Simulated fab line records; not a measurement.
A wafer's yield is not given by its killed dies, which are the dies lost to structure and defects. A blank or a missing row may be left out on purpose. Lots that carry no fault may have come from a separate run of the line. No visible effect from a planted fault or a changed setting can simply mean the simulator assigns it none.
fab line records ; flow nandHarc
record: lots: 14; wafers: 40; lastDay: 34
route steps=1302 shown A_SOURCE_PLATE@423 A_ONON_D1@425
lots untouched by any fault: they come from a run of this same line in which no faults occurred
startH: hours from the record's first day to the start of the lot's first wafer shown ; waitH: hours since the lot's step before ; " same as the row above ; L1.1+2: a row that stands for several wafers ; - no value present, or no start provided ; * or withheld: withheld ; < > ~ a bound
route shown NAME@n: NAME is a module with steps in the file, n the number in the route of the first one ; usual: the fault-free wafers' mean and standard deviation ; same: alike in all rows ; chamber/n: place in a boat ; sites: readings site by site ; _std_site: how widely they spread, as a standard deviation ; _edge_site: outer sites' mean less inner sites' ; radiusMm: how far each site lies from the wafer's centre ; mask NAME#n: copy n ; behind: the tool/chamber that last shaped the wafer ; hold: the reason the lot was held/the length of the hold in hours/how it ended ; device: the transistor (n, p or np) that didn't switch ; end of line: the route-end tests of the same wafers ; a step given without rows: its recipe and nothing more ; killed: the dies lost at the first sort to structure and to defects; this is not the yield of the wafer ; map: the dies of a wafer, with x for killed, . for not killed, _ for no die there
set.NAME: the setting that was run; set.NAME@STEP: the one run at that earlier step ; model.NAME: the simulator's own value behind a step, which no gauge read
route steps across a sampled set of lots; one table per step, one row per wafer
services: from which hour (startH, from the record's first day; less than 0 if before it) a tool's chamber was out of use, for how many hours, and why
== steps ==
step: NHARC_A_SOURCE_PLATE_INSPECT_08
usual: rawDefectCount: 59/24
lot.wafer;tool;chamber;startH;waitH;rawDefectCount
L562.1;defectInspect-02;-;166.87;0.0;44
L562.3;defectInspect-02;-;166.87;0.0;57
L562.6;defectInspect-02;-;166.87;0.0;31
L563.1;defectInspect-01;-;169.86;0.0;88
L563.2;defectInspect-01;-;169.86;0.0;84
L563.5;defectInspect-01;-;169.86;0.0;103
L564.1;defectInspect-02;-;177.37;0.0;87
L564.3;defectInspect-02;-;177.37;0.0;76
L564.5;defectInspect-02;-;177.37;0.0;77
L565.2;defectInspect-01;-;192.10;0.0;48
L565.3;defectInspect-01;-;192.10;0.0;77
L565.5;defectInspect-01;-;192.10;0.0;80
L566.2;defectInspect-02;-;200.19;0.0;39
L566.3;defectInspect-02;-;200.19;0.0;43
L566.5;defectInspect-02;-;200.19;0.0;40
L571.2;defectInspect-01;-;253.82;0.0;37
L571.4;defectInspect-01;-;253.82;0.0;40
L574.3;defectInspect-02;-;280.68;0.0;70
L574.5;defectInspect-02;-;280.68;0.0;99
L574.6;defectInspect-02;-;280.68;0.0;96
L573.3;defectInspect-01;-;280.68;0.0;86
L573.4;defectInspect-01;-;280.68;0.0;35
L577.2;defectInspect-01;-;323.56;0.0;91
L577.4;defectInspect-01;-;323.56;0.0;49
L577.5;defectInspect-01;-;323.56;0.0;54
L579.1;defectInspect-01;-;330.26;0.0;47
L579.2;defectInspect-01;-;330.26;0.0;65
L579.5;defectInspect-01;-;330.26;0.0;48
L581.1;defectInspect-02;-;352.65;0.0;62
L581.2;defectInspect-02;-;352.65;0.0;57
L581.6;defectInspect-02;-;352.65;0.0;62
L582.2;defectInspect-01;-;362.16;0.0;68
L582.3;defectInspect-01;-;362.16;0.0;34
L582.4;defectInspect-01;-;362.16;0.0;94
L584.1;defectInspect-02;-;382.07;0.0;63
L584.4;defectInspect-02;-;382.07;0.0;60
L584.6;defectInspect-02;-;382.07;0.0;89
L583.1;defectInspect-02;-;382.07;0.0;41
L583.2;defectInspect-02;-;382.07;0.0;35
L583.5;defectInspect-02;-;382.07;0.0;37
step: NHARC_A_ONON_D1_THK_MEAS_02
recipe: thkMeasGauge: ellipsometry
usual: thkNm: 1000/8.8
lot.wafer;tool;chamber;startH;waitH;thkNm
L562.1;filmMetro-01;-;167.45;-;994
L562.3;filmMetro-01;-;167.45;-;993
L562.6;filmMetro-01;-;167.45;-;994
L563.1;filmMetro-01;-;170.44;-;1003
L563.2;filmMetro-01;-;170.44;-;1003
L563.5;filmMetro-01;-;170.44;-;1005
L564.1;filmMetro-02;-;177.95;-;1002
L564.3;filmMetro-02;-;177.95;-;1002
L564.5;filmMetro-02;-;177.95;-;1003
L565.2;filmMetro-01;-;192.67;-;991
L565.3;filmMetro-01;-;192.67;-;991
L565.5;filmMetro-01;-;192.67;-;993
L566.2;filmMetro-02;-;200.77;-;1004
L566.3;filmMetro-02;-;200.77;-;1006
L566.5;filmMetro-02;-;200.77;-;1008
L571.2;filmMetro-01;-;254.39;-;1019
L571.4;filmMetro-01;-;254.39;-;1021
L574.3;filmMetro-01;-;281.26;-;989
L574.5;filmMetro-01;-;281.26;-;988
L574.6;filmMetro-01;-;281.26;-;988
L573.3;filmMetro-02;-;281.26;-;991
L573.4;filmMetro-02;-;281.26;-;990
L577.2;filmMetro-01;-;324.13;-;1009
L577.4;filmMetro-01;-;324.13;-;1007
L577.5;filmMetro-01;-;324.13;-;1009
L579.1;filmMetro-02;-;330.85;-;1010
L579.2;filmMetro-02;-;330.85;-;1010
L579.5;filmMetro-02;-;330.85;-;1012
L581.1;filmMetro-01;-;353.22;-;984
L581.2;filmMetro-01;-;353.22;-;983
L581.6;filmMetro-01;-;353.22;-;984
L582.2;filmMetro-01;-;362.73;-;1000
L582.3;filmMetro-01;-;362.73;-;1000
L582.4;filmMetro-01;-;362.73;-;998
L584.1;filmMetro-01;-;382.64;-;997
L584.4;filmMetro-01;-;382.64;-;997
L584.6;filmMetro-01;-;382.64;-;995
L583.1;filmMetro-01;-;382.65;-;997
L583.2;filmMetro-01;-;382.65;-;997
L583.5;filmMetro-01;-;382.65;-;998
step: NHARC_A_ONON_D1_DEP_09
recipe: targetThkA: 10000; n2FlowSccm: 2750; n2oFlowSccm: 2000; nh3FlowSccm: 500; sih4FlowSccm: 210; tempC: 400
usual: n2oFlowSccm: 1999/6.1
lot.wafer;tool;chamber;startH;waitH;n2oFlowSccm
L562.1;pecvdOnon-01;0;168.64;0.1;1996
L562.3;pecvdOnon-01;0;168.64;0.1;1993
L562.6;pecvdOnon-01;0;168.64;0.1;2005
L563.1;pecvdOnon-03;0;171.62;0.1;1995
L563.2;pecvdOnon-03;0;171.62;0.1;1991
L563.5;pecvdOnon-03;0;171.62;0.1;1999
L564.1;pecvdOnon-03;0;179.28;0.2;1999
L564.3;pecvdOnon-03;0;179.28;0.2;1991
L564.5;pecvdOnon-03;0;179.28;0.2;1995
L565.2;pecvdOnon-01;0;193.93;0.1;1996
L565.3;pecvdOnon-01;0;193.93;0.1;2009
L565.5;pecvdOnon-01;0;193.93;0.1;2004
L566.2;pecvdOnon-01;0;202.01;0.1;2001
L566.3;pecvdOnon-01;0;202.01;0.1;1998
L566.5;pecvdOnon-01;0;202.01;0.1;1998
L571.2;pecvdOnon-03;0;255.63;0.1;1998
L571.4;pecvdOnon-03;0;255.63;0.1;1991
L574.3;pecvdOnon-01;0;282.56;0.2;1997
L574.5;pecvdOnon-01;0;282.56;0.2;2003
L574.6;pecvdOnon-01;0;282.56;0.2;1997
L573.3;pecvdOnon-03;0;282.69;0.2;1998
L573.4;pecvdOnon-03;0;282.69;0.2;2001
L577.2;pecvdOnon-04;0;325.39;0.1;1991
L577.4;pecvdOnon-04;0;325.39;0.1;2002
L577.5;pecvdOnon-04;0;325.39;0.1;2000
L579.1;pecvdOnon-01;0;332.03;0.1;2003
L579.2;pecvdOnon-01;0;332.03;0.1;1999
L579.5;pecvdOnon-01;0;332.03;0.1;1994
L581.1;pecvdOnon-01;0;354.41;0.1;2005
L581.2;pecvdOnon-01;0;354.41;0.1;1997
L581.6;pecvdOnon-01;0;354.41;0.1;1995
L582.2;pecvdOnon-01;0;363.98;0.1;1999
L582.3;pecvdOnon-01;0;363.98;0.1;2010
L582.4;pecvdOnon-01;0;363.98;0.1;2006
L584.1;pecvdOnon-04;0;383.83;0.1;1999
L584.4;pecvdOnon-04;0;383.83;0.1;1999
L584.6;pecvdOnon-04;0;383.83;0.1;1995
L583.1;pecvdOnon-01;0;383.83;0.1;1998
L583.2;pecvdOnon-01;0;383.83;0.1;1994
L583.5;pecvdOnon-01;0;383.83;0.1;1989
step: NHARC_A_ONON_D1_THK_MEAS_11
recipe: thkMeasGauge: ellipsometry
usual: thkNm: 1000/8.8
lot.wafer;tool;chamber;startH;waitH;thkNm
L562.1;filmMetro-02;-;169.14;-;991
L562.3;filmMetro-02;-;169.14;-;991
L562.6;filmMetro-02;-;169.14;-;991
L563.1;filmMetro-02;-;172.13;-;996
L563.2;filmMetro-02;-;172.13;-;995
L563.5;filmMetro-02;-;172.13;-;997
L564.1;filmMetro-02;-;179.79;-;990
L564.3;filmMetro-02;-;179.79;-;990
L564.5;filmMetro-02;-;179.79;-;991
L565.2;filmMetro-02;-;194.38;-;994
L565.3;filmMetro-02;-;194.38;-;993
L565.5;filmMetro-02;-;194.38;-;994
L566.2;filmMetro-02;-;202.46;-;1006
L566.3;filmMetro-02;-;202.46;-;1006
L566.5;filmMetro-02;-;202.46;-;1006
L571.2;filmMetro-01;-;256.08;-;987
L571.4;filmMetro-01;-;256.08;-;936
L574.3;filmMetro-02;-;282.96;-;998
L574.5;filmMetro-02;-;282.96;-;997
L574.6;filmMetro-02;-;282.96;-;996
L573.3;filmMetro-01;-;283.08;-;941
L573.4;filmMetro-01;-;283.08;-;940
L577.2;filmMetro-02;-;325.85;-;1023
L577.4;filmMetro-02;-;325.85;-;1021
L577.5;filmMetro-02;-;325.85;-;1022
L579.1;filmMetro-02;-;332.54;-;1009
L579.2;filmMetro-02;-;332.54;-;1012
L579.5;filmMetro-02;-;332.54;-;1012
L581.1;filmMetro-01;-;354.92;-;993
L581.2;filmMetro-01;-;354.92;-;992
L581.6;filmMetro-01;-;354.92;-;991
L582.2;filmMetro-01;-;364.43;-;1012
L582.3;filmMetro-01;-;364.43;-;1012
L582.4;filmMetro-01;-;364.43;-;1013
L584.1;filmMetro-01;-;384.34;-;999
L584.4;filmMetro-01;-;384.34;-;998
L584.6;filmMetro-01;-;384.34;-;997
L583.1;filmMetro-01;-;384.35;-;1007
L583.2;filmMetro-01;-;384.35;-;1004
L583.5;filmMetro-01;-;384.35;-;1005
== services ==
tool;chamber;startH;hours;kind
pecvdOnon-03;-;227.05;13.0;pm
pecvdOnon-01;-;269.21;13.0;pm
pecvdOnon-04;-;311.13;13.0;pm
pecvdOnon-01;-;311.75;9.0;repair
pecvdOnon-03;-;350.11;0.4;repair
== key ==
firstSign: step: NHARC_A_ONON_D1_THK_MEAS_11; reading: thkNm; direction: down; sigmas: 7; usual: 1000; struck: 939
effect none on later readings
metAt NHARC_A_ONON_D1_DEP_09
struckLots L571,L573
struckWafers L571.4,L573.3,L573.4
laterRowsLeftOut L571.4,L573.3,L573.4
sortLeftOut L571.4,L573.3,L573.4
testerLeftOut L571,L573
notActingAt NHARC_A_SOURCE_PLATE_INSPECT_08,NHARC_A_ONON_D1_THK_MEAS_02
onsetBetween 179.28 255.63
fault: kind: processParameterDrift; tool: pecvdOnon-03; chamber: -; onsetH: 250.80; steps: NHARC_A_ONON_D1_DEP_09; channel: targetThkA; offset: *; shape: step; endH: 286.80; scope: struckWafersOnly; actsIn: *; stated: *
testerLeftOut: of these lots the tester's yield and bins aren't shown, on N5 and GAA mostly nor the transistor test; their killed dies are dies lost to structure and defects alone, not to doping, threshold or leakage, so they don't give the yield
sortLeftOut: the simulated sort isn't trusted on such a fault, so these wafers' sort isn't shown, and their yield isn't known
laterRowsLeftOut: the simulator's readings of these wafers behind a module that went badly wrong aren't trusted and aren't shown, but for the sort
